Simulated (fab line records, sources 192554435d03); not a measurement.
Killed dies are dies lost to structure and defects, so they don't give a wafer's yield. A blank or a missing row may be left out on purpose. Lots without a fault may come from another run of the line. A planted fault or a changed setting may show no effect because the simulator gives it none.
Chamber matching | flow n5_finfet | N5_DUMMY_GATE_ALD_02 on ald_sin-02: 4 sister chambers
The step deposits SiO2, target thk 2 nm, pulse time 1 s. 8 wafers are shown with their chamber, then 12 later ones without.

WAFERS WITH THEIR CHAMBER
wafer  | chamber | heater_power_w (W) | precursor_pulse_height_rel
L079.3 | 3       | 400                | 1.011
L080.1 | 3       | 413                | 0.993
L085.2 | 2       | 393                | 1.003
L085.3 | 1       | 385                | 0.995
L085.5 | 2       | 406                | 1.009
L087.1 | 0       | 525                | 0.984
L087.4 | 1       | 394                | 1.021
L087.5 | 0       | 519                | 0.984

WAFERS WITHOUT THEIR CHAMBER
wafer  | heater_power_w (W) | precursor_pulse_height_rel
L090.1 | 416                | 1.003
L090.2 | 403                | 0.988
L090.6 | 404                | 0.997
L092.1 | 396                | 0.996
L092.2 | 525                | 0.979
L092.6 | 420                | 1.011
L096.2 | 406                | 0.979
L096.3 | 402                | 0.984
L096.5 | 521                | 1.000
L097.1 | 534                | 1.010
L097.3 | 404                | 0.969
L097.5 | 399                | 1.023

WHICH CHAMBER EACH WENT THROUGH
wafer  | from the rows above          | in truth
L090.1 | can't be placed: 3 or 2      | 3
L090.2 | can't be placed: 3 or 2 or 1 | 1
L090.6 | can't be placed: 3 or 2 or 1 | 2
L092.1 | can't be placed: 2 or 1 or 3 | 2
L092.2 | 0                            | 0
L092.6 | can't be placed: 3 or 2      | 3
L096.2 | can't be placed: 3 or 2 or 1 | 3
L096.3 | can't be placed: 3 or 2 or 1 | 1
L096.5 | 0                            | 0
L097.1 | 0                            | 0
L097.3 | can't be placed: 3 or 2 or 1 | 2
L097.5 | can't be placed: 2 or 1 or 3 | 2
Placed correctly: 3 of 12. Can't be placed from these rows: 9 (the true chamber is among the candidates in 9). Placed wrongly: 0.
How it was worked out, from the rows above alone: a wafer's distance from a chamber is the root of the sum, over the readings, of the square of ((its reading less the chamber's mean) divided by the reading's scatter). The wafer belongs to the nearest chamber; if the next one is less than 2 further off, it can't be placed. A chamber's mean is the mean of its shown wafers. The scatter: the root of (the sum of the squares of (reading less its chamber's mean) over the shown wafers, divided by (wafers less chambers)).
